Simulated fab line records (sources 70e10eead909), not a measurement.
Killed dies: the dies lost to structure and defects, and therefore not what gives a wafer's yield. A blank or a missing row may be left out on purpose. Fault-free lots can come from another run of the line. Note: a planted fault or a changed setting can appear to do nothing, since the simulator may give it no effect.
Comparing a struck lot with a sound one ; flow nand-harc ; 41 steps out of a route of 1302
Sound: wafers L534.2, L534.4, L534.6. Struck: wafers L543.3, L543.4, L543.5. Last of all comes the cause.
Per side, at each step with rows, come the tool, then ch with its chambers, and then its first start. Under that, the readings that differ: sound wafers ; struck wafers ; difference of the means ; sigmas: that difference in standard deviations of wafers without a fault.
alike: readings whose means differ by less than 2 such deviations, and words and numbers that are the same on both sides. not compared: withheld readings, readings that some wafer has no value for, bounds like >300 that may hide the same value, and numbers for which the record gives no deviation and whose values overlap.
The two part at a step that has a row with sigmas, a row that says differs or no value, or rows on one side only. Non-overlapping numbers with no deviation appear without sigmas and do not part them. A reading that every wafer of one side lacks parts them only if that side has two wafers or more.

first, 3 steps without rows for these wafers: NHARC_P_M2_EXPOSE_06 (exposes mask P M2, target cd 170 nm); NHARC_P_M2_PEB_07 (peb time 65 s); NHARC_P_M2_DEVELOP_08 (develop time 35 s).
NHARC_P_M2_CD_MEAS_09: the cd target is 170 nm.
  sound on cd-sem-03 ch 0, day 8 00:36; struck on cd-sem-02 ch 0, day 12 09:09
  alike: cd-nm
NHARC_P_M2_OVL_MEAS_10: pitch 340 nm.
  sound on overlay-01 at day 8 00:41; struck on overlay-01 at day 12 09:14
  alike: overlay-x-nm, overlay-y-nm
NHARC_P_M2_INSPECT_11:
  sound on defect-inspect-02 at day 8 00:44; struck on defect-inspect-02 at day 12 09:16
  alike: raw-defect-count
NHARC_P_M2_DESCUM_14: chemistry O2, time 3 s.
  sound on rie-diel-11 ch 0,1,2, day 8 00:49; struck on rie-diel-09 ch 0,2,3, day 12 09:20
reading;sound;struck;difference;sigmas
throttle-valve-pct (%);11.334 11.321 11.327;11.315 11.301 11.307;-0.020;-2
  alike: drypump-motor-current-A, oes-product-au, rf-vpp-V, showerhead-plenum-p-Torr
  not compared: rf-hours-counter-h
then, 1 step without rows for these wafers: NHARC_P_M2_ETCH_35 (etches the open film in N2/H2, target depth 40 nm, overetch 12 nm, time 43.94 s).
NHARC_P_M2_ETCH_15: etches the open film in C4F8/Ar, target depth 182.5 nm, time 91.2 s.
  sound on rie-diel-11 ch 2,3; struck on rie-diel-09 ch 1,2,3
  alike: oes-product-au, rf-vpp-V
  not compared: rf-hours-counter-h
NHARC_P_M2_CD_MEAS_16:
  sound on cd-sem-01 at day 8 01:07; struck on cd-sem-02 at day 12 09:38
reading;sound;struck;difference;sigmas
cd-nm (nm);169.4 170.1 169.8;171.2 170.5 172.2;+1.5;+2
NHARC_P_M2_STRIP_18: strips in N2/H2.
  sound on rie-diel-08 ch 0,1,2, day 8 01:11; struck on rie-diel-08 ch 1,2,3, day 12 09:43
  alike: drypump-motor-current-A, n2-flow-sccm, oes-product-au, rf-vpp-V, showerhead-plenum-p-Torr, throttle-valve-pct
  not compared: rf-hours-counter-h
NHARC_P_M2_ETCH_28: etches the open film in CF4/N2, target depth 30 nm, time 72.99 s.
  sound on rie-diel-08 ch 0,1,2; struck on rie-diel-08 ch 1,2,3
  alike: drypump-motor-current-A, n2-flow-sccm, oes-product-au, rf-vpp-V, showerhead-plenum-p-Torr, throttle-valve-pct
  not compared: rf-hours-counter-h
NHARC_P_M2_STRIP_19: strips in post etch residue remover, time 600 s.
  sound on wet-bench-08 ch 4,5,6, day 8 01:35; struck on wet-bench-10 ch 3,4,5, day 12 10:05
then, 3 steps without rows for these wafers: NHARC_P_M2_DEGAS_29 (time 60 s); NHARC_P_M2_PRE_CLEAN_30 (time 30 s); NHARC_P_M2_PVD_20 (deposits TaN, target thk 5 nm, time 8.06 s).
NHARC_P_M2_PVD_21: deposits Cu, target thk 30 nm, time 20.49 s.
  sound on pvd-sputter-02, day 8 02:05; struck on pvd-sputter-03
  alike: substrate-temp-c, throttle-valve-pct
then, 3 steps without rows for these wafers: NHARC_P_M2_ECD_22 (material Cu, target thk 400 nm); NHARC_P_M2_ANNEAL_31 (time 90 s); NHARC_P_M2_CMP_23 (polishes, t overpolish 20 s, target thk 144.3 nm).
NHARC_P_M2_THK_MEAS_24: measures by xrf.
  sound on film-metro-01 at day 8 03:14; struck on film-metro-01 at day 12 11:45
  alike: thk-nm
then, 5 steps without rows for these wafers: NHARC_P_M2_SRD_25; NHARC_P_M2_PRE_CLEAN_32 (time 12 s); NHARC_P_M2_DEP_33 (deposits SiCN, target thk 30 nm); NHARC_P_BONDPAD_DEP_00 (deposits SiCN, target thk 250 nm); NHARC_P_BONDPAD_CMP_32 (polishes SiCN, target thk 200 nm).
NHARC_P_BONDPAD_THK_MEAS_33: measures by ellipsometry.
  sound on film-metro-02 at day 8 04:38; struck on film-metro-01 at day 12 13:09
  alike: thk-nm
then, 10 steps without rows for these wafers: NHARC_P_BONDPAD_SRD_34; NHARC_P_BONDPAD_DEHYDRATE_01 (time 120 s); NHARC_P_BONDPAD_HMDS_02 (time 30 s); NHARC_P_BONDPAD_COAT_36 (time 65 s); NHARC_P_BONDPAD_COAT_03 (resist thk 600 nm); NHARC_P_BONDPAD_SOFTBAKE_04 (time 70 s); NHARC_P_BONDPAD_EBR_05; NHARC_P_BONDPAD_EXPOSE_06 (exposes mask P BPAD); NHARC_P_BONDPAD_PEB_07 (peb time 80 s); NHARC_P_BONDPAD_DEVELOP_08 (time 50 s).
NHARC_P_BONDPAD_CD_MEAS_09: the cd target is 500 nm.
  sound on cd-sem-02 ch 0, day 8 05:13; struck on cd-sem-01 ch 0, day 12 13:43
  alike: cd-nm
NHARC_P_BONDPAD_OVL_MEAS_38:
  sound on overlay-02 at day 8 05:18; struck on overlay-01 at day 12 13:49
  alike: overlay-x-nm, overlay-y-nm
then, 1 step without rows for these wafers: NHARC_P_BONDPAD_HARDBAKE_10 (time 65 s).
-- break in the record here, with 18 days between the starts of the struck wafers on either side (left off in module P_BONDPAD, picked up again in module END, where the first step shown is number 1302 on the route) --
NHARC_END_SORT_01:
  the record has rows for the struck wafers here (prober-01 ch 0, day 30 18:38) and none for the sound ones

WHERE THEY PART
Earliest at NHARC_P_M2_DESCUM_14; latest, in this record, at NHARC_END_SORT_01.

WHY: what had been put in by the simulator
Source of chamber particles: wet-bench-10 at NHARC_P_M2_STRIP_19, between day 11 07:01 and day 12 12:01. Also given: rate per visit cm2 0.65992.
